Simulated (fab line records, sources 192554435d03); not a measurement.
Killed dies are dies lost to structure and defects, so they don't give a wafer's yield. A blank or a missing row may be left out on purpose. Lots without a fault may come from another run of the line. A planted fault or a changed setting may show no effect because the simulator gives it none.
fab line records | flow n5_finfet
record lots=6 wafers=18 last_day=18
route steps=1938 shown FIN_SAQP@96 PASSIVATION@1936
lots that met no fault: from a run of the same line without faults
start_h: hours from the record's first day to the start of the lot's first wafer shown | wait_h: hours since the lot's step before | " the same as in the row above | L1.1+2: a row that stands for several wafers | - no value, or no start given | * or withheld: withheld | < > ~ a bound
route shown NAME@n: a module of which the file shows steps, and the number in the route of the first | usual: mean/standard deviation of fault-free wafers | same: alike in all rows | chamber/n: place in a boat | sites: the reading at each site | _std_site: their standard deviation | _edge_site: outer sites' mean less inner sites' | radius_mm: how far each site lies from the wafer's centre | mask NAME#n: copy n | behind: the tool/chamber that last shaped the wafer | hold: why the lot was held/for how many hours/how that ended | device: the transistor (n, p or np) that didn't switch | end of line: the same wafers' tests at the end of the route | a step without rows: its recipe alone | killed: dies lost to structure and defects at the first sort, not the wafer's yield | map: a wafer's dies, x killed, . not, _ none there
set.NAME: the setting as run; set.NAME@STEP: as run at that earlier step | model.NAME: the simulator's own value behind a step, which no gauge read
lots at some steps of the route; a table a step, a row a wafer
services: from which hour (start_h, from the record's first day; less than 0 if before it) a tool's chamber was out of use, for how many hours, and why
## steps
# step N5_FIN_SAQP_HM_DEP_03
# recipe material=SiNx target_thk_a=380 temp_c=400 precursor=SiH4/NH3/N2 pressure_torr=1.5 rf_w=300 time_s=33.6
# usual heater_power_w=749/65 showerhead_plenum_p_Torr=5.15/0.056 throttle_valve_pct=39.9/1.7
# columns lot.wafer tool chamber start_h wait_h heater_power_w showerhead_plenum_p_Torr throttle_valve_pct
L219.1 pecvd-03 0 21.73 0.2 681 5.19 38.5
L219.3 " 1 " " 786 5.16 42.3
L219.4 " 1 " " 794 5.16 42.1
L227.1 pecvd-04 1 69.94 0.2 782 5.04 37.7
L227.3 " 0 " " 846 5.21 39.0
L227.4 " 1 " " 772 5.05 37.8
L228.1 pecvd-02 2 75.82 0.2 792 5.10 39.5
L228.3 " 0 " " 668 5.19 43.0
L228.5 " 1 " " 731 5.08 39.0
L232.1 pecvd-04 0 100.69 0.2 861 5.20 38.5
L232.3 " 1 " " 732 5.07 37.9
L232.6 " 1 " " 719 5.07 38.1
L239.1 pecvd-03 1 142.88 0.3 856 5.16 42.2
L239.2 " 0 " " 697 5.20 38.9
L239.5 " 2 " " 799 5.15 41.1
L242.2 pecvd-03 0 159.26 0.2 643 5.19 38.8
L242.3 " 2 " " 742 5.16 40.7
L242.6 " 0 " " 635 5.20 39.1
# step N5_FIN_SAQP_THK_MEAS_05
# usual thk_nm=37.8/0.55
# columns lot.wafer tool chamber start_h wait_h thk_nm
L219.1 film_metro-02 - 21.81 0.1 37.6
L219.3 " - " " 37.5
L219.4 " - " " 38.6
L227.1 film_metro-01 - 70.05 0.1 37.0
L227.3 " - " " 37.2
L227.4 " - " " 37.4
L228.1 film_metro-02 - 75.91 0.1 37.7
L228.3 " - " " 37.6
L228.5 " - " " 38.9
L232.1 film_metro-01 - 100.80 0.1 36.6
L232.3 " - " " 38.1
L232.6 " - " " 37.9
L239.1 film_metro-02 - 142.97 0.1 38.2
L239.2 " - " " 38.0
L239.5 " - " " 38.2
L242.2 film_metro-01 - 159.34 0.1 37.4
L242.3 " - " " 37.5
L242.6 " - " " 37.8
# step N5_FIN_SAQP_PECVD_47
# recipe material=a-Si target_thk_a=450 temp_c=400 precursor=SiH4/He pressure_torr=3 rf_w=100 time_s=36.3
# usual heater_power_w=814/56 showerhead_plenum_p_Torr=5.67/0.041 throttle_valve_pct=18.2/0.79
# columns lot.wafer tool chamber start_h wait_h heater_power_w showerhead_plenum_p_Torr throttle_valve_pct
L219.1 pecvd-03 0 21.85 0.0 728 5.71 17.5
L219.3 " 2 " " 877 5.69 18.4
L219.4 " 1 " " 801 5.68 19.2
L227.1 pecvd-02 2 70.09 0.0 794 5.64 18.2
L227.3 " 0 " " 673 5.70 19.8
L227.4 " 2 " " 787 5.63 18.0
L228.1 pecvd-04 0 75.94 0.0 800 5.72 17.4
L228.3 " 0 " " 847 5.70 17.5
L228.5 " 1 " " 766 5.60 17.5
L232.1 pecvd-02 2 100.84 0.0 868 5.66 17.9
L232.3 " 1 " " 867 5.62 17.9
L232.6 " 2 " " 809 5.64 18.0
L239.1 pecvd-02 1 143.01 0.0 897 5.63 17.9
L239.2 " 2 " " 861 5.63 18.2
L239.5 " 2 " " 864 5.63 18.3
L242.2 pecvd-04 1 159.38 0.0 824 5.61 17.2
L242.3 " 1 " " 860 5.60 17.3
L242.6 " 1 " " 866 5.59 17.1
# step N5_FIN_SAQP_PECVD_48
# recipe material=SiNx target_thk_a=250 temp_c=400 precursor=SiH4/NH3/N2 pressure_torr=1.5 rf_w=300 time_s=22.1
# usual heater_power_w=753/67 showerhead_plenum_p_Torr=5.15/0.054 throttle_valve_pct=39.9/1.8
# columns lot.wafer tool chamber start_h wait_h heater_power_w showerhead_plenum_p_Torr throttle_valve_pct
L219.1 pecvd-03 0 21.89 0.0 646 5.20 38.3
L219.3 " 2 " " 727 5.18 40.9
L219.4 " 1 " " 793 5.17 42.1
L227.1 pecvd-02 2 70.13 0.0 674 5.11 39.8
L227.3 " 0 " " 617 5.19 43.3
L227.4 " 2 " " 680 5.10 39.8
L228.1 pecvd-04 0 76.01 0.0 847 5.20 38.5
L228.3 " 0 " " 813 5.19 38.6
L228.5 " 1 " " 663 5.06 38.2
L232.1 pecvd-02 2 100.88 0.0 756 5.10 39.9
L232.3 " 1 " " 811 5.09 38.7
L232.6 " 2 " " 758 5.10 39.8
L239.1 pecvd-02 1 143.05 0.0 765 5.08 39.4
L239.2 " 2 " " 784 5.10 40.1
L239.5 " 2 " " 773 5.11 40.1
L242.2 pecvd-04 1 159.44 0.0 775 5.05 38.1
L242.3 " 1 " " 747 5.05 38.2
L242.6 " 1 " " 762 5.04 37.7
# step N5_FIN_SAQP_PECVD_06
# recipe material=a-Si target_thk_a=600 temp_c=400 precursor=SiH4/He pressure_torr=3 rf_w=100 time_s=48.1
# usual heater_power_w=815/63 showerhead_plenum_p_Torr=5.67/0.04 throttle_valve_pct=18.2/0.78
# columns lot.wafer tool chamber start_h wait_h heater_power_w showerhead_plenum_p_Torr throttle_valve_pct
L219.1 pecvd-03 0 21.93 0.0 792 5.70 17.6
L219.3 " 2 " " 715 5.70 18.7
L219.4 " 1 " " 910 5.69 19.1
L227.1 pecvd-02 2 70.17 0.0 797 5.63 18.0
L227.3 " 0 " " 710 5.72 19.7
L227.4 " 2 " " 788 5.64 18.0
L228.1 pecvd-04 0 76.07 0.0 816 5.69 17.8
L228.3 " 0 " " 815 5.70 17.6
L228.5 " 1 " " 797 5.61 17.3
L232.1 pecvd-02 2 100.92 0.0 832 5.64 18.1
L232.3 " 1 " " 854 5.63 17.4
L232.6 " 2 " " 810 5.65 17.9
L239.1 pecvd-02 1 143.09 0.0 798 5.62 17.7
L239.2 " 2 " " 805 5.65 18.2
L239.5 " 2 " " 802 5.62 18.2
L242.2 pecvd-04 1 159.50 0.0 786 5.60 17.3
L242.3 " 1 " " 776 5.60 17.2
L242.6 " 1 " " 804 5.60 17.4
# step N5_FIN_SAQP_THK_MEAS_07
# usual thk_nm=59.9/0.84
# columns lot.wafer tool chamber start_h wait_h thk_nm
L219.1 film_metro-02 - 22.02 0.1 58.9
L219.3 " - " " 58.6
L219.4 " - " " 60.6
L227.1 film_metro-02 - 70.26 0.1 60.4
L227.3 " - " " 59.1
L227.4 " - " " 60.7
L228.1 film_metro-01 - 76.18 0.1 58.9
L228.3 " - " " 60.1
L228.5 " - " " 59.1
L232.1 film_metro-01 - 101.01 0.1 60.3
L232.3 " - " " 60.2
L232.6 " - " " 61.2
L239.1 film_metro-02 - 143.18 0.1 59.5
L239.2 " - " " 59.0
L239.5 " - " " 60.3
L242.2 film_metro-01 - 159.62 0.1 58.4
L242.3 " - " " 59.1
L242.6 " - " " 59.3
# step N5_FIN_SAQP_HM_DEP_72
# recipe material=SiO2 target_thk_a=120 temp_c=400 precursor=SiH4/N2O pressure_torr=0.75 rf_w=275 time_s=7.2
# usual heater_power_w=754/59 showerhead_plenum_p_Torr=8.14/0.12
# columns lot.wafer tool chamber start_h wait_h heater_power_w showerhead_plenum_p_Torr
L219.1 pecvd-04 2 22.06 0.0 730 8.07
L219.3 " 1 " " 761 7.97
L219.4 " 2 " " 700 8.06
L227.1 pecvd-03 2 70.29 0.0 720 8.21
L227.3 " 1 " " 739 8.19
L227.4 " 1 " " 761 8.19
L228.1 pecvd-02 1 76.22 0.0 766 8.05
L228.3 " 2 " " 702 8.06
L228.5 " 2 " " 698 8.05
L232.1 pecvd-04 0 101.05 0.0 768 8.27
L232.3 " 1 " " 769 7.95
L232.6 " 0 " " 741 8.26
L239.1 pecvd-03 0 143.21 0.0 736 8.28
L239.2 " 2 " " 804 8.21
L239.5 " 1 " " 842 8.19
L242.2 pecvd-02 1 159.66 0.0 848 8.06
L242.3 " 0 " " 622 8.24
L242.6 " 2 " " 723 8.06
# step N5_FIN_SAQP_COAT_49
# recipe resist=SOC temp_c=250 time_s=60 spin_rpm=1500 resist_thk_nm=100
# step N5_FIN_SAQP_COAT_50
# recipe resist=SiARC temp_c=220 time_s=60 spin_rpm=1500 resist_thk_nm=35
# step N5_FIN_SAQP_COAT_10
# recipe resist=CAR-ArF spin_rpm=1500 resist_thk_nm=90
# step N5_FIN_SAQP_EBR_12
# recipe solvent=PGMEA ebr_width_mm=1.5
# step N5_FIN_SAQP_SOFTBAKE_11
# recipe temp_c=110 time_s=60 resist=CAR-ArF
# step N5_FIN_SAQP_EXPOSE_13
# recipe mask_id=FIN_CORE na=1.35 source_shape=dipole sigma_inner=0.538 sigma_outer=0.738 polarization=te target_cd_nm=35.6 dose_mj=63.25
# usual exposure_dose_mJ_cm2=63.21/0.062
# same sigma_outer=0.738
# columns lot.wafer tool chamber start_h wait_h mask exposure_dose_mJ_cm2
L219.1 arfi_scanner-03 0 22.25 - FIN_CORE#0 63.21
L219.3 " 0 " " FIN_CORE#0 63.12
L219.4 " 0 " " FIN_CORE#0 63.16
L227.1 arfi_scanner-02 0 70.49 - FIN_CORE#0 62.05
L227.3 " 0 " " FIN_CORE#0 62.17
L227.4 " 0 " " FIN_CORE#0 62.08
L228.1 arfi_scanner-02 0 76.41 - FIN_CORE#0 62.26
L228.3 " 0 " " FIN_CORE#0 62.32
L228.5 " 0 " " FIN_CORE#0 62.20
L232.1 arfi_scanner-03 0 101.27 - FIN_CORE#0 63.31
L232.3 " 0 " " FIN_CORE#0 63.24
L232.6 " 0 " " FIN_CORE#0 63.33
L239.1 arfi_scanner-03 0 143.53 - FIN_CORE#0 63.20
L239.2 " 0 " " FIN_CORE#0 63.21
L239.5 " 0 " " FIN_CORE#0 63.16
L242.2 arfi_scanner-03 0 159.86 - FIN_CORE#0 63.36
L242.3 " 0 " " FIN_CORE#0 63.27
L242.6 " 0 " " FIN_CORE#0 63.21
# step N5_FIN_SAQP_PEB_14
# recipe peb_temp_c=withheld peb_time_s=60 resist=CAR-ArF
# step N5_PASSIVATION_PROBE_49
# usual defect_limited_yield=91.4/1.4 killed_at_M0_to_M3=33/11 killed_at_M4_up=13/5.3 killed_at_contacts=13/6.1 killed_at_front_end=40/11 killed_at_other=2.9/2.7 killed_dies=102/17 killed_open=68/13 killed_short=32/7.5 sort_bin_4_leakage=0.00/0.022 sort_bin_5_function=5.1/0.98 sort_bin_6_memory=3.2/0.69 sort_n_pass=1077/21 sort_yield_pct=91.3/1.7
# same gross_dies=1180 killed_at_back_side=0 sort_bin_8_speed[%]=0
# columns lot.wafer tool chamber start_h wait_h defect_limited_yield[%] killed_at_M0_to_M3 killed_at_M4_up killed_at_contacts killed_at_front_end killed_at_other killed_dies killed_open killed_short sort_bin_4_leakage[%] sort_bin_5_function[%] sort_bin_6_memory[%] sort_n_pass sort_yield_pct[%]
L239.1 prober-01 - 408.97 0.0 92.3 34 9 18 21 9 91 68 22 0 4.6 3.1 1089 92.3
L239.2 prober-01 - 409.02 0.1 90.3 53 9 16 33 4 115 84 30 0 5.3 4.2 1065 90.3
L239.5 prober-01 - 409.17 0.2 90.4 45 20 21 26 1 113 82 28 0 6.1 3.3 1067 90.4
# killed by level:class
L239.1 MOL_CONTACT_COAG:geometric_particle:open=17 STI_FIN_REVEAL:geometric_particle:open=9 BEOL_M0_SAQP:geometric_particle:open=9 BEOL_M0_SAQP:geometric_particle:short=6 PASS1_CAP:geometric_particle:open=6 BEOL_M1:geometric_particle:open=5 BEOL_M2:geometric_particle:open=4 BEOL_M3:geometric_particle:open=4
L239.2 BEOL_M2:geometric_particle:open=14 MOL_CONTACT_COAG:geometric_particle:open=12 BEOL_M1:geometric_particle:open=12 STI_FIN_REVEAL:geometric_particle:open=11 BEOL_M0_SAQP:geometric_particle:open=10 BEOL_M0_SAQP:geometric_particle:short=8 DUMMY_GATE:geometric_particle:open=5 BEOL_M3:geometric_particle:open=4
L239.5 MOL_CONTACT_COAG:geometric_particle:open=17 BEOL_M4:geometric_particle:open=11 BEOL_M0_SAQP:geometric_particle:short=9 BEOL_M1:geometric_particle:open=9 BEOL_M2:geometric_particle:open=8 BEOL_M0_SAQP:geometric_particle:open=7 BEOL_M3:geometric_particle:open=6 STI_FIN_REVEAL:geometric_particle:open=5
## services
# columns tool chamber start_h hours kind
arfi_scanner-02 - 8.67 3.9 pm
pecvd-02 - 10.60 1.0 repair
pecvd-03 - 11.64 2.2 repair
pecvd-04 2 12.99 5.5 scheduled_down
arfi_scanner-02 - 13.64 16.5 repair
pecvd-02 2 18.25 2.1 scheduled_down
pecvd-03 0 24.51 2.1 scheduled_down
arfi_scanner-03 - 26.19 1.0 pm
arfi_scanner-03 - 30.74 1.5 repair
pecvd-04 2 30.78 134.5 repair
arfi_scanner-02 - 33.18 3.7 repair
pecvd-04 1 36.53 2.1 scheduled_down
arfi_scanner-02 - 41.15 1.0 pm
arfi_scanner-02 - 44.26 1.3 pm
pecvd-03 - 48.18 0.8 repair
pecvd-04 1 49.99 5.8 repair
arfi_scanner-03 - 72.07 11.6 repair
pecvd-02 - 91.39 1.7 repair
arfi_scanner-03 - 95.45 1.3 pm
arfi_scanner-03 - 106.32 1.0 pm
arfi_scanner-03 - 108.31 1.1 repair
arfi_scanner-02 - 109.41 0.8 pm
arfi_scanner-03 - 133.34 0.8 pm
arfi_scanner-03 - 134.78 0.7 repair
## key
first_sign step=N5_FIN_SAQP_EXPOSE_13 reading=exposure_dose_mJ_cm2 direction=down sigmas=17 usual=63.21 struck=62.18
effect none on later readings
met_at N5_FIN_SAQP_EXPOSE_13
struck_wafers L227.1,L227.3,L227.4,L228.1,L228.3,L228.5
rows_end L227.1,L227.3,L227.4,L228.1,L228.3,L228.5
loop_trim step=N5_FIN_SAQP_EXPOSE_13 setting=dose lots=L228
fault kind=process_parameter_drift tool=arfi_scanner-02 chamber=- onset_h=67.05 steps=N5_FIN_SAQP_EXPOSE_13 channel=dose_mj offset=-1.135 shape=step acts_in=these_recipes_only stated=63.25
# rows_end: these wafers met a further fault down the route, and their rows from its step on are left out
# loop_trim: a control loop set the setting to another value than it would have without faults
